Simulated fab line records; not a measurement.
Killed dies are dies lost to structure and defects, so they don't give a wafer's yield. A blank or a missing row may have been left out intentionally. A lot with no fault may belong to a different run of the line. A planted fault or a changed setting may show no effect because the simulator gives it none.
fab line records	flow nand_harc
record lots=24	wafers=72	last_day=24
route steps=1159 shown A_CONTACT@862
lots with no fault: from the same line, run without faults
start_h: the number of hours between the record's first day and the start of the first shown wafer of the lot	wait_h: how many hours have passed since the lot's step before this one	" the same as in the row above	L1.1+2: one row covering several wafers at once	- either no value or no given start	* or withheld: withheld	< > ~ a bound
route shown NAME@n: names a module that has steps shown in the file, with the first one's number in the route	usual: average and standard deviation across the fault-free wafers	same: alike in all rows	chamber/n: place in a boat	sites: each site's reading	_std_site: how widely they spread, as a standard deviation	_edge_site: mean of outer sites minus mean of inner sites	radius_mm: for every site, how far away it sits from the centre of the wafer	mask NAME#n: copy n	behind: the tool/chamber that last shaped the wafer	hold: the reason the lot was held/the length of the hold in hours/how it ended	device: which transistor (n, p or np) failed to switch	end of line: the route-end tests of the same wafers	a step given without rows: its recipe and nothing more	killed: dies lost to structure and defects at the first sort, not the wafer's yield	map: a wafer's dies, x killed, . not, _ none there
set.NAME: the setting the step ran with; set.NAME@STEP: the setting that earlier step ran with	model.NAME: the simulator's own value behind a step, which no gauge read
one table for each step of the route and one row for each wafer, over a sample of lots
services: when a tool's chamber went out of use (start_h, in hours from the record's first day, below 0 if earlier), for how many hours, and the reason
## steps
# step NHARC_A_CONTACT_ETCH_111
# recipe source_w=withheld	pressure_mtorr=20	bias_v=withheld	time_s=140	target_depth_a=7000	ar_flow_sccm=withheld	c4f8_flow_sccm=withheld	o2_flow_sccm=withheld	chemistry=C4F8/O2/Ar
lot.wafer	tool	chamber	start_h	wait_h	rf_hours_counter_h
L076.2	har_cap_etch-03	0	376.80	-	82
L076.3	"	0	"	"	-
L076.6	"	1	"	"	-
L075.2	har_cap_etch-02	1	377.72	-	12
L075.3	"	0	"	"	-
L075.5	"	0	"	"	-
L077.2	har_cap_etch-01	1	380.78	-	56
L077.3	"	1	"	"	-
L077.5	"	0	"	"	-
L080.2	har_cap_etch-03	1	390.21	-	84
L080.5	"	1	"	"	-
L080.6	"	0	"	"	-
L078.2	har_cap_etch-02	1	395.40	-	15
L078.3	"	0	"	"	-
L078.5	"	1	"	"	-
L079.3	har_cap_etch-03	1	400.43	-	-
L079.4	"	0	"	"	-
L079.5	"	1	"	"	-
L074.2	har_cap_etch-02	0	403.19	-	17
L074.4	"	0	"	"	-
L074.6	"	1	"	"	-
L081.2	har_cap_etch-01	0	409.32	-	62
L081.4	"	1	"	"	-
L081.6	"	0	"	"	-
L082.2	har_cap_etch-03	1	409.84	-	88
L082.3	"	0	"	"	-
L082.6	"	0	"	"	-
L083.2	har_cap_etch-01	0	424.66	-	65
L083.1	"	1	"	"	65
L083.3	"	0	"	"	-
L085.2	har_cap_etch-03	0	427.66	-	91
L085.3	"	1	"	"	-
L085.4	"	0	"	"	-
L084.3	har_cap_etch-03	1	434.36	-	-
L084.4	"	0	"	"	-
L084.5	"	0	"	"	-
L088.2	har_cap_etch-02	1	438.60	-	24
L088.6	"	1	"	"	-
L088.5	"	0	"	"	-
L087.1	har_cap_etch-03	1	439.27	-	93
L087.3	"	0	"	"	-
L087.6	"	0	"	"	-
L086.1	har_cap_etch-03	1	446.10	-	95
L086.3	"	1	"	"	-
L086.4	"	0	"	"	-
L089.2	har_cap_etch-02	0	466.55	-	29
L089.1	"	1	"	"	29
L089.6	"	1	"	"	-
L090.2	har_cap_etch-01	0	468.90	-	72
L090.6	"	1	"	"	-
L090.5	"	0	"	"	-
L094.3	har_cap_etch-03	0	470.43	-	-
L094.4	"	1	"	"	-
L094.5	"	1	"	"	-
L091.2	har_cap_etch-03	0	479.33	-	99
L091.3	"	0	"	"	-
L091.6	"	1	"	"	-
L092.2	har_cap_etch-01	1	482.38	-	75
L092.3	"	0	"	"	-
L092.6	"	1	"	"	-
L093.2	har_cap_etch-02	1	486.55	-	33
L093.3	"	0	"	"	-
L093.5	"	0	"	"	-
L095.1	har_cap_etch-02	0	495.67	-	36
L095.2	"	1	"	"	36
L095.4	"	0	"	"	-
L096.3	har_cap_etch-03	0	499.59	-	-
L096.5	"	0	"	"	-
L096.6	"	1	"	"	-
L097.2	har_cap_etch-02	1	508.35	-	37
L097.5	"	1	"	"	-
L097.6	"	0	"	"	-
# step NHARC_A_CONTACT_ETCH_120
# recipe source_w=withheld	pressure_mtorr=20	bias_v=3000	time_s=94	target_depth_a=9220	ar_flow_sccm=withheld	c4f8_flow_sccm=withheld	o2_flow_sccm=withheld	chemistry=C4F8/O2/Ar
lot.wafer	tool	chamber	start_h	wait_h	rf_hours_counter_h
L076.2	har_cap_etch-03	0	377.71	0.1	83
L076.3	"	0	"	"	-
L076.6	"	1	"	"	-
L075.2	har_cap_etch-02	1	378.63	0.1	13
L075.3	"	0	"	"	-
L075.5	"	0	"	"	-
L077.2	har_cap_etch-01	1	381.69	0.1	57
L077.3	"	1	"	"	-
L077.5	"	0	"	"	-
L080.2	har_cap_etch-03	1	391.14	0.1	85
L080.5	"	1	"	"	-
L080.6	"	0	"	"	-
L078.2	har_cap_etch-02	1	396.31	0.1	16
L078.3	"	0	"	"	-
L078.5	"	1	"	"	-
L079.3	har_cap_etch-03	1	401.32	0.1	-
L079.4	"	0	"	"	-
L079.5	"	1	"	"	-
L074.2	har_cap_etch-02	0	404.11	0.1	17
L074.4	"	0	"	"	-
L074.6	"	1	"	"	-
L081.2	har_cap_etch-01	0	410.23	0.1	63
L081.4	"	1	"	"	-
L081.6	"	0	"	"	-
L082.2	har_cap_etch-03	1	410.75	0.1	89
L082.3	"	0	"	"	-
L082.6	"	0	"	"	-
L083.2	har_cap_etch-01	0	425.59	0.1	66
L083.1	"	1	"	"	66
L083.3	"	0	"	"	-
L085.2	har_cap_etch-03	0	428.57	0.1	92
L085.3	"	1	"	"	-
L085.4	"	0	"	"	-
L084.3	har_cap_etch-03	1	435.25	0.1	-
L084.4	"	0	"	"	-
L084.5	"	0	"	"	-
L088.2	har_cap_etch-02	1	439.53	0.1	25
L088.6	"	1	"	"	-
L088.5	"	0	"	"	-
L087.1	har_cap_etch-03	1	440.23	0.1	94
L087.3	"	0	"	"	-
L087.6	"	0	"	"	-
L086.1	har_cap_etch-03	1	447.03	0.1	96
L086.3	"	1	"	"	-
L086.4	"	0	"	"	-
L089.2	har_cap_etch-02	0	467.48	0.1	30
L089.1	"	1	"	"	30
L089.6	"	1	"	"	-
L090.2	har_cap_etch-01	0	469.80	0.1	73
L090.6	"	1	"	"	-
L090.5	"	0	"	"	-
L094.3	har_cap_etch-03	0	471.62	0.1	-
L094.4	"	1	"	"	-
L094.5	"	1	"	"	-
L091.2	har_cap_etch-03	0	480.24	0.1	100
L091.3	"	0	"	"	-
L091.6	"	1	"	"	-
L092.2	har_cap_etch-01	1	483.30	0.1	76
L092.3	"	0	"	"	-
L092.6	"	1	"	"	-
L093.2	har_cap_etch-02	1	487.72	0.1	34
L093.3	"	0	"	"	-
L093.5	"	0	"	"	-
L095.1	har_cap_etch-02	0	496.60	0.1	36
L095.2	"	1	"	"	36
L095.4	"	0	"	"	-
L096.3	har_cap_etch-03	0	500.78	0.1	-
L096.5	"	0	"	"	-
L096.6	"	1	"	"	-
L097.2	har_cap_etch-02	1	509.27	0.1	38
L097.5	"	1	"	"	-
L097.6	"	0	"	"	-
# step NHARC_A_CONTACT_OVL_MEAS_70
# usual overlay_x_nm=-0.1/0.99	overlay_y_nm=-0.1/1.1
lot.wafer	tool	chamber	start_h	wait_h	overlay_x_nm	overlay_y_nm
L076.2	overlay-01	-	382.93	-	0.7	0.6
L076.3	"	-	"	"	0.1	1.0
L076.6	"	-	"	"	0.6	1.1
L075.2	overlay-02	-	384.43	-	-0.4	1.2
L075.3	"	-	"	"	-0.6	1.2
L075.5	"	-	"	"	-0.5	1.4
L077.2	overlay-01	-	386.15	-	-0.3	-1.5
L077.3	"	-	"	"	0.4	-2.2
L077.5	"	-	"	"	-0.2	-2.5
L080.2	overlay-01	-	397.56	-	0.2	1.8
L080.5	"	-	"	"	0.5	1.6
L080.6	"	-	"	"	0.7	1.2
L078.2	overlay-01	-	401.48	-	-0.7	-1.3
L078.3	"	-	"	"	0.3	-0.9
L078.5	"	-	"	"	-0.1	-0.7
L079.3	overlay-02	-	406.62	-	-1.7	-0.9
L079.4	"	-	"	"	-1.4	-1.1
L079.5	"	-	"	"	-1.9	-0.9
L074.2	overlay-02	-	408.83	-	-1.5	1.2
L074.4	"	-	"	"	-1.9	1.0
L074.6	"	-	"	"	-1.8	1.9
L081.2	overlay-02	-	417.67	-	0.1	-0.1
L081.4	"	-	"	"	0.3	0.1
L081.6	"	-	"	"	0.3	-0.6
L082.2	overlay-02	-	419.27	-	1.1	-1.1
L082.3	"	-	"	"	0.9	-1.5
L082.6	"	-	"	"	0.4	-1.1
L083.1	overlay-01	-	432.36	-	-0.7	-0.5
L083.2	"	-	"	"	-0.9	-0.2
L083.3	"	-	"	"	-1.1	-0.6
L085.2	overlay-01	-	435.41	-	0.1	-1.0
L085.3	"	-	"	"	-0.5	-1.0
L085.4	"	-	"	"	0.3	-1.1
L084.3	overlay-01	-	441.18	-	-1.4	0.6
L084.4	"	-	"	"	-1.8	0.3
L084.5	"	-	"	"	-1.9	0.6
L088.2	overlay-01	-	444.16	-	0.6	-0.6
L088.5	"	-	"	"	0.4	-0.8
L088.6	"	-	"	"	0.3	-0.6
L087.1	overlay-02	-	445.76	-	0.6	1.6
L087.3	"	-	"	"	0.0	0.8
L087.6	"	-	"	"	0.2	1.1
L086.1	overlay-01	-	451.78	-	-1.7	0.0
L086.3	"	-	"	"	-1.1	-0.5
L086.4	"	-	"	"	-1.3	-0.4
L089.1	overlay-02	-	472.03	-	0.5	-0.8
L089.2	"	-	"	"	0.4	-1.4
L089.6	"	-	"	"	0.6	-1.0
L090.2	overlay-01	-	474.40	-	-1.4	1.4
L090.5	"	-	"	"	-1.3	2.0
L090.6	"	-	"	"	-1.3	0.9
L094.3	overlay-01	-	478.53	-	-0.1	-1.7
L094.4	"	-	"	"	-0.2	-1.6
L094.5	"	-	"	"	0.1	-1.8
L091.2	overlay-02	-	486.58	-	0.9	-0.7
L091.3	"	-	"	"	0.8	0.0
L091.6	"	-	"	"	0.5	-0.7
L092.2	overlay-01	-	488.31	-	0.6	-1.6
L092.3	"	-	"	"	0.1	-0.9
L092.6	"	-	"	"	1.6	-1.2
L093.2	overlay-02	-	492.49	-	-0.4	0.1
L093.3	"	-	"	"	-0.6	0.1
L093.5	"	-	"	"	0.0	-0.1
L095.1	overlay-01	-	501.50	-	2.0	0.3
L095.2	"	-	"	"	1.5	0.6
L095.4	"	-	"	"	1.7	0.0
L096.3	overlay-02	-	506.89	-	0.2	0.9
L096.5	"	-	"	"	-0.3	0.9
L096.6	"	-	"	"	0.6	1.0
L097.2	overlay-01	-	513.96	-	1.6	0.6
L097.5	"	-	"	"	1.6	0.5
L097.6	"	-	"	"	1.2	0.7
# step NHARC_A_CONTACT_ETCH_130
# recipe source_w=withheld	pressure_mtorr=20	bias_v=1200	time_s=155	target_depth_a=9560	ar_flow_sccm=withheld	c4f8_flow_sccm=withheld	o2_flow_sccm=withheld	chemistry=C4F8/O2/Ar
lot.wafer	tool	chamber	start_h	wait_h	rf_hours_counter_h
L076.2	har_cap_etch-03	0	385.31	0.1	84
L076.3	"	1	"	"	-
L076.6	"	1	"	"	-
L075.2	har_cap_etch-02	1	386.63	0.1	14
L075.3	"	0	"	"	-
L075.5	"	0	"	"	-
L077.2	har_cap_etch-01	0	388.52	0.1	58
L077.3	"	1	"	"	-
L077.5	"	1	"	"	-
L080.2	har_cap_etch-01	1	399.98	0.1	60
L080.6	"	1	"	"	-
L080.5	"	0	"	"	-
L078.2	har_cap_etch-01	0	404.93	0.2	61
L078.3	"	0	"	"	-
L078.5	"	0	"	"	-
L079.3	har_cap_etch-02	0	409.07	0.1	-
L079.4	"	1	"	"	-
L079.5	"	1	"	"	-
L074.2	har_cap_etch-02	1	413.30	0.1	20
L074.4	"	1	"	"	-
L074.6	"	0	"	"	-
L081.2	har_cap_etch-01	1	419.79	0.1	65
L081.4	"	1	"	"	-
L081.6	"	0	"	"	-
L082.2	har_cap_etch-02	0	421.39	0.1	21
L082.3	"	0	"	"	-
L082.6	"	0	"	"	-
L083.1	har_cap_etch-02	1	434.61	0.1	23
L083.2	"	0	"	"	23
L083.3	"	1	"	"	-
L085.2	har_cap_etch-01	1	437.59	0.1	68
L085.4	"	1	"	"	-
L085.3	"	0	"	"	-
L084.4	har_cap_etch-02	1	443.73	0.2	-
L084.3	"	0	"	"	-
L084.5	"	0	"	"	-
L088.2	har_cap_etch-01	0	446.57	0.1	70
L088.5	"	0	"	"	-
L088.6	"	1	"	"	-
L087.1	har_cap_etch-02	1	448.21	0.2	27
L087.3	"	1	"	"	-
L087.6	"	0	"	"	-
L086.1	har_cap_etch-02	1	453.99	0.1	29
L086.4	"	1	"	"	-
L086.3	"	0	"	"	-
L089.1	har_cap_etch-02	0	474.24	0.1	31
L089.2	"	1	"	"	31
L089.6	"	1	"	"	-
L090.2	har_cap_etch-01	0	476.57	0.1	74
L090.5	"	0	"	"	-
L090.6	"	1	"	"	-
L094.3	har_cap_etch-02	1	481.02	0.2	-
L094.4	"	0	"	"	-
L094.5	"	1	"	"	-
L091.2	har_cap_etch-03	0	489.32	0.2	102
L091.3	"	1	"	"	-
L091.6	"	0	"	"	-
L092.2	har_cap_etch-02	1	490.67	0.1	35
L092.3	"	1	"	"	-
L092.6	"	1	"	"	-
L093.2	har_cap_etch-01	1	494.64	0.1	78
L093.3	"	0	"	"	-
L093.5	"	1	"	"	-
L095.2	har_cap_etch-01	0	504.05	0.2	80
L095.1	"	1	"	"	80
L095.4	"	0	"	"	-
L096.3	har_cap_etch-01	1	510.04	0.1	-
L096.5	"	0	"	"	-
L096.6	"	1	"	"	-
L097.2	har_cap_etch-01	0	516.10	0.1	82
L097.5	"	0	"	"	-
L097.6	"	1	"	"	-
# step NHARC_A_CONTACT_ETCH_131
# recipe source_w=withheld	pressure_mtorr=20	bias_v=1200	time_s=155	target_depth_a=9560	ar_flow_sccm=withheld	c4f8_flow_sccm=withheld	o2_flow_sccm=withheld	chemistry=C4F8/O2/Ar
lot.wafer	tool	chamber	start_h	wait_h	rf_hours_counter_h
L076.2	har_cap_etch-03	0	385.45	0.1	84
L076.3	"	1	"	"	-
L076.6	"	1	"	"	-
L075.2	har_cap_etch-02	1	386.77	0.1	14
L075.3	"	0	"	"	-
L075.5	"	0	"	"	-
L077.2	har_cap_etch-01	0	388.67	0.1	58
L077.3	"	1	"	"	-
L077.5	"	1	"	"	-
L080.2	har_cap_etch-01	1	400.12	0.1	60
L080.6	"	1	"	"	-
L080.5	"	0	"	"	-
L078.2	har_cap_etch-01	0	405.12	0.2	61
L078.3	"	0	"	"	-
L078.5	"	0	"	"	-
L079.3	har_cap_etch-02	0	409.21	0.1	-
L079.4	"	1	"	"	-
L079.5	"	1	"	"	-
L074.2	har_cap_etch-02	1	413.44	0.1	20
L074.4	"	1	"	"	-
L074.6	"	0	"	"	-
L081.2	har_cap_etch-01	1	419.94	0.1	65
L081.4	"	1	"	"	-
L081.6	"	0	"	"	-
L082.2	har_cap_etch-02	0	421.53	0.1	21
L082.3	"	0	"	"	-
L082.6	"	0	"	"	-
L083.1	har_cap_etch-02	1	434.75	0.1	23
L083.2	"	0	"	"	23
L083.3	"	1	"	"	-
L085.2	har_cap_etch-01	1	437.73	0.1	68
L085.4	"	1	"	"	-
L085.3	"	0	"	"	-
L084.4	har_cap_etch-02	1	443.92	0.2	-
L084.3	"	0	"	"	-
L084.5	"	0	"	"	-
L088.2	har_cap_etch-01	0	446.71	0.1	70
L088.5	"	0	"	"	-
L088.6	"	1	"	"	-
L087.1	har_cap_etch-02	1	448.40	0.2	27
L087.3	"	1	"	"	-
L087.6	"	0	"	"	-
L086.1	har_cap_etch-02	1	454.13	0.1	29
L086.4	"	1	"	"	-
L086.3	"	0	"	"	-
L089.1	har_cap_etch-02	0	474.38	0.1	31
L089.2	"	1	"	"	31
L089.6	"	1	"	"	-
L090.2	har_cap_etch-01	0	476.71	0.1	74
L090.5	"	0	"	"	-
L090.6	"	1	"	"	-
L094.3	har_cap_etch-02	1	481.21	0.2	-
L094.4	"	0	"	"	-
L094.5	"	1	"	"	-
L091.2	har_cap_etch-03	0	489.50	0.2	102
L091.3	"	1	"	"	-
L091.6	"	0	"	"	-
L092.2	har_cap_etch-02	1	490.81	0.1	35
L092.3	"	1	"	"	-
L092.6	"	1	"	"	-
L093.2	har_cap_etch-01	1	494.78	0.1	78
L093.3	"	0	"	"	-
L093.5	"	1	"	"	-
L095.2	har_cap_etch-01	0	504.24	0.2	80
L095.1	"	1	"	"	80
L095.4	"	0	"	"	-
L096.3	har_cap_etch-01	1	510.19	0.1	-
L096.5	"	0	"	"	-
L096.6	"	1	"	"	-
L097.2	har_cap_etch-01	0	516.24	0.1	83
L097.5	"	0	"	"	-
L097.6	"	1	"	"	-
# step NHARC_A_CONTACT_ETCH_91
# recipe target_depth_a=400	over_etch_frac=0.5	time_s=85.7	ion_energy_ev=120	ch3f_flow_sccm=50	o2_flow_sccm=30	ar_flow_sccm=200	rf_w=500	bias_w=100	chemistry=CH3F/O2
# usual drypump_motor_current_A=5.5/0.4	oes_product_au=0.935/0.026	rf_vpp_V=244.3/1.9	showerhead_plenum_p_Torr=2.46/0.12	throttle_valve_pct=20.664/0.0083
lot.wafer	tool	chamber	start_h	wait_h	drypump_motor_current_A	oes_product_au	rf_hours_counter_h	rf_vpp_V	showerhead_plenum_p_Torr	throttle_valve_pct
L076.2	rie_diel-03	0	386.27	0.5	5.5	0.918	58	242.1	2.41	20.673
L076.3	"	3	"	"	5.5	0.916	56	246.4	2.64	20.658
L076.6	"	0	"	"	5.5	0.910	-	243.2	2.41	20.669
L075.3	rie_diel-06	2	387.64	0.4	5.5	0.925	54	246.4	2.64	20.657
L075.2	"	0	"	"	5.7	0.917	54	241.9	2.32	20.654
L075.5	"	1	"	"	5.0	0.934	-	243.0	2.37	20.673
L077.3	rie_diel-06	3	389.50	0.4	6.1	0.932	50	241.6	2.32	20.671
L077.2	"	2	"	"	5.5	0.931	54	247.1	2.64	20.655
L077.5	"	0	"	"	5.7	0.932	-	243.5	2.32	20.669
L080.2	rie_diel-06	3	401.03	0.6	6.1	0.917	54	243.0	2.31	20.681
L080.5	"	0	"	"	5.7	0.923	-	243.9	2.32	20.671
L080.6	"	1	"	"	5.0	0.940	-	244.8	2.37	20.654
L078.3	rie_diel-06	1	406.18	0.5	5.0	0.934	58	244.1	2.37	20.652
L078.2	"	2	"	"	5.5	0.931	60	247.6	2.64	20.671
L078.5	"	2	"	"	5.5	0.931	-	246.2	2.64	20.665
L079.3	rie_diel-06	2	411.07	1.5	5.5	0.930	63	246.8	2.63	20.676
L079.4	"	3	"	"	6.1	0.920	60	243.9	2.31	20.646
L079.5	"	2	"	"	5.5	0.921	-	248.1	2.63	20.657
L074.2	rie_diel-03	1	414.28	0.5	6.3	0.941	7	246.5	2.50	20.665
L074.4	"	2	"	"	4.7	0.937	6	245.7	2.53	20.671
L074.6	"	1	"	"	6.3	0.944	-	245.1	2.50	20.670
L081.4	rie_diel-07	1	420.79	0.4	5.5	0.935	2	247.6	2.60	20.650
L081.2	"	2	"	"	5.4	0.915	2	244.5	2.51	20.654
L081.6	"	1	"	"	5.5	0.932	-	246.7	2.60	20.662
L082.2	rie_diel-07	1	422.41	0.5	5.5	0.931	2	245.4	2.60	20.656
L082.3	"	2	"	"	5.4	0.907	2	246.2	2.51	20.656
L082.6	"	3	"	"	5.6	0.920	-	246.0	2.60	20.655
L083.3	rie_diel-03	3	435.60	0.4	5.5	0.927	13	247.4	2.63	20.659
L083.2	"	0	"	"	5.5	0.941	14	243.1	2.40	20.668
L083.1	"	1	"	"	6.3	0.940	15	245.7	2.49	20.669
L085.3	rie_diel-06	3	438.58	0.4	6.1	0.988	3	241.6	2.31	20.675
L085.2	"	0	"	"	5.7	0.995	1	241.8	2.32	20.680
L085.4	"	2	"	"	5.6	1.006	3	245.6	2.63	20.670
L084.3	rie_diel-06	3	444.92	0.4	6.1	0.924	5	243.0	2.31	20.666
L084.4	"	1	"	"	5.0	0.924	5	243.5	2.37	20.666
L084.5	"	2	"	"	5.6	0.917	-	247.1	2.63	20.688
L088.2	rie_diel-07	1	447.56	0.5	5.5	0.933	8	247.4	2.59	20.653
L088.5	"	1	"	"	5.5	0.946	-	246.7	2.59	20.667
L088.6	"	2	"	"	5.4	0.920	-	243.4	2.51	20.666
L087.3	rie_diel-06	2	449.42	0.4	5.5	0.925	8	245.5	2.63	20.657
L087.1	"	0	"	"	5.7	0.915	5	243.6	2.32	20.672
L087.6	"	2	"	"	5.5	0.935	-	246.0	2.63	20.656
L086.4	rie_diel-06	0	454.99	0.4	5.7	0.917	6	241.6	2.32	20.662
L086.3	"	1	"	"	5.0	0.924	9	243.1	2.37	20.678
L086.1	"	2	"	"	5.5	0.926	9	247.9	2.63	20.666
L089.1	rie_diel-06	0	475.23	0.5	5.7	0.905	14	241.9	2.31	20.660
L089.2	"	1	"	"	5.0	0.920	16	243.8	2.36	20.657
L089.6	"	3	"	"	6.1	0.901	-	241.5	2.30	20.652
L090.2	rie_diel-07	1	477.59	0.5	5.5	0.931	14	246.8	2.59	20.672
L090.5	"	3	"	"	5.5	0.918	-	246.7	2.59	20.660
L090.6	"	0	"	"	5.1	0.940	-	244.6	2.50	20.668
L094.3	rie_diel-06	1	482.22	0.5	5.0	0.925	20	243.1	2.36	20.668
L094.4	"	0	"	"	5.7	0.894	-	242.3	2.31	20.666
L094.5	"	1	"	"	5.0	0.925	-	242.6	2.36	20.669
L091.3	rie_diel-07	2	490.54	0.4	5.4	0.998	16	245.1	2.50	20.655
L091.2	"	3	"	"	5.6	0.993	15	245.8	2.59	20.675
L091.6	"	3	"	"	5.6	1.001	-	246.2	2.59	20.655
L092.3	rie_diel-07	1	491.63	0.4	5.5	0.931	17	245.2	2.59	20.655
L092.2	"	3	"	"	5.6	0.983	16	247.0	2.59	20.664
L092.6	"	1	"	"	5.5	0.932	-	246.8	2.59	20.651
L093.3	rie_diel-03	0	495.60	0.4	5.5	0.928	32	244.6	2.40	20.668
L093.2	"	2	"	"	4.7	0.942	35	245.0	2.52	20.669
L093.5	"	0	"	"	5.5	0.938	-	243.6	2.40	20.671
L095.1	rie_diel-06	2	505.27	0.5	5.6	0.996	16	247.2	2.63	20.656
L095.2	"	3	"	"	6.1	0.990	27	241.3	2.30	20.653
L095.4	"	1	"	"	5.0	0.997	27	242.9	2.36	20.669
L096.3	rie_diel-03	2	510.98	0.4	4.7	0.942	41	245.6	2.51	20.656
L096.6	"	1	"	"	6.3	0.928	-	244.4	2.48	20.668
L096.5	"	2	"	"	4.7	0.932	-	244.8	2.51	20.663
L097.2	rie_diel-06	1	517.09	0.5	5.0	0.932	33	243.8	2.36	20.666
L097.5	"	1	"	"	5.0	0.930	-	241.7	2.36	20.659
L097.6	"	2	"	"	5.6	0.922	-	245.8	2.63	20.657
## services
tool	chamber	start_h	hours	kind
rie_diel-07	2	368.52	7.9	repair
rie_diel-03	1	370.70	3.7	repair
rie_diel-06	0	373.21	-	clean
rie_diel-06	1	373.21	-	clean
rie_diel-06	2	373.21	-	clean
rie_diel-06	3	373.21	-	clean
rie_diel-03	2	373.90	5.3	repair
rie_diel-07	1	381.97	31.8	repair
rie_diel-03	-	392.98	9.0	pm
rie_diel-06	0	397.72	-	clean
rie_diel-06	1	397.72	-	clean
rie_diel-06	2	397.72	-	clean
rie_diel-06	3	397.72	-	clean
rie_diel-07	-	405.26	9.0	pm
rie_diel-06	-	418.51	9.0	pm
rie_diel-06	0	418.51	9.0	vent_cycle
rie_diel-06	1	418.51	9.0	vent_cycle
rie_diel-06	2	418.51	9.0	vent_cycle
rie_diel-06	0	431.42	6.5	repair
rie_diel-07	2	448.88	4.5	repair
rie_diel-06	2	464.73	36.3	repair
rie_diel-07	3	479.40	6.8	repair
rie_diel-03	0	483.23	6.2	repair
rie_diel-03	3	496.21	1.4	repair
## key
fault none
